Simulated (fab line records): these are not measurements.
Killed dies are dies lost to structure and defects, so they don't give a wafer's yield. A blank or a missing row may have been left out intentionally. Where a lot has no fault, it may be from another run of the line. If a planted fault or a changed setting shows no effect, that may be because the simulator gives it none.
Matching of chambers / flow nand-harc / 4 sister chambers for NHARC_A_STAIRCASE_ETCH_444 on rie-diel-02
The step etches the open film in C4F8/O2, target depth 20400 nm, time 6800 s. 16 wafers are shown with their chamber, then 8 later ones without.

WAFERS WITH THEIR CHAMBER
wafer=L074.2; chamber=0; rf-vpp-V (V)=811; bias-w (W)=998.5; rf-fwd-power-W (W)=599.1
wafer=L074.4; chamber=2; rf-vpp-V (V)=800; bias-w (W)=1001.6; rf-fwd-power-W (W)=602.4
wafer=L074.5; chamber=1; rf-vpp-V (V)=804; bias-w (W)=1000.6; rf-fwd-power-W (W)=600.0
wafer=L078.1; chamber=3; rf-vpp-V (V)=805; bias-w (W)=1000.9; rf-fwd-power-W (W)=599.9
wafer=L078.3; chamber=2; rf-vpp-V (V)=800; bias-w (W)=1000.2; rf-fwd-power-W (W)=598.2
wafer=L078.5; chamber=2; rf-vpp-V (V)=800; bias-w (W)=999.6; rf-fwd-power-W (W)=600.9
wafer=L077.1; chamber=1; rf-vpp-V (V)=804; bias-w (W)=994.4; rf-fwd-power-W (W)=599.2
wafer=L077.4; chamber=3; rf-vpp-V (V)=805; bias-w (W)=1002.1; rf-fwd-power-W (W)=601.4
wafer=L077.6; chamber=0; rf-vpp-V (V)=810; bias-w (W)=1004.6; rf-fwd-power-W (W)=602.1
wafer=L082.1; chamber=3; rf-vpp-V (V)=806; bias-w (W)=1001.0; rf-fwd-power-W (W)=600.5
wafer=L082.3; chamber=2; rf-vpp-V (V)=800; bias-w (W)=1004.4; rf-fwd-power-W (W)=601.7
wafer=L082.4; chamber=1; rf-vpp-V (V)=802; bias-w (W)=997.5; rf-fwd-power-W (W)=597.7
wafer=L084.4; chamber=3; rf-vpp-V (V)=804; bias-w (W)=997.3; rf-fwd-power-W (W)=600.2
wafer=L084.3; chamber=2; rf-vpp-V (V)=800; bias-w (W)=1003.2; rf-fwd-power-W (W)=598.5
wafer=L084.5; chamber=0; rf-vpp-V (V)=809; bias-w (W)=996.7; rf-fwd-power-W (W)=600.3
wafer=L090.4; chamber=3; rf-vpp-V (V)=805; bias-w (W)=1000.8; rf-fwd-power-W (W)=599.5

SIGNATURES, as means of the wafers listed above
reading=rf-vpp-V; chamber 0=810.00; chamber 1=803.33; chamber 2=800.00; chamber 3=805.00; scatter within a chamber=0.745
reading=bias-w; chamber 0=999.933; chamber 1=997.500; chamber 2=1001.800; chamber 3=1000.420; scatter within a chamber=2.63
reading=rf-fwd-power-W; chamber 0=600.500; chamber 1=598.967; chamber 2=600.340; chamber 3=600.300; scatter within a chamber=1.41
Rule: a wafer's distance from a chamber is the root of the sum, over the readings, of the square of ((its reading less the chamber's mean) divided by the reading's scatter). The wafer belongs to the nearest chamber; if the next one is less than 2 further off, it can't be placed. The scatter is the square root of a quotient: the sum, over the shown wafers, of each reading's squared deviation from its chamber's mean, divided by wafers minus chambers.

WAFERS WHOSE CHAMBER IS MISSING
wafer=L090.5; rf-vpp-V (V)=799; bias-w (W)=1000.0; rf-fwd-power-W (W)=602.8
wafer=L090.6; rf-vpp-V (V)=806; bias-w (W)=1002.2; rf-fwd-power-W (W)=601.2
wafer=L091.1; rf-vpp-V (V)=803; bias-w (W)=1001.5; rf-fwd-power-W (W)=601.4
wafer=L091.3; rf-vpp-V (V)=799; bias-w (W)=997.7; rf-fwd-power-W (W)=598.1
wafer=L091.5; rf-vpp-V (V)=802; bias-w (W)=993.4; rf-fwd-power-W (W)=602.2
wafer=L097.1; rf-vpp-V (V)=805; bias-w (W)=999.3; rf-fwd-power-W (W)=601.9
wafer=L097.2; rf-vpp-V (V)=801; bias-w (W)=1000.9; rf-fwd-power-W (W)=601.1
wafer=L097.5; rf-vpp-V (V)=802; bias-w (W)=999.9; rf-fwd-power-W (W)=599.1

THE CHAMBER EACH PASSED THROUGH
wafer=L090.5; from the rows above=2; in truth=2
wafer=L090.6; from the rows above=3; in truth=3
wafer=L091.1; from the rows above=can't be placed: 1 or 3 or 2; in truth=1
wafer=L091.3; from the rows above=2; in truth=2
wafer=L091.5; from the rows above=can't be placed: 1 or 2 or 3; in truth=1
wafer=L097.1; from the rows above=can't be placed: 3 or 1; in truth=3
wafer=L097.2; from the rows above=2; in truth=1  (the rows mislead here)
wafer=L097.5; from the rows above=can't be placed: 1 or 2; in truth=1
Correct placement for 3 of the 8. These rows do not allow placing 4 (true chamber among the candidates in 4). Wrongly placed: 1.
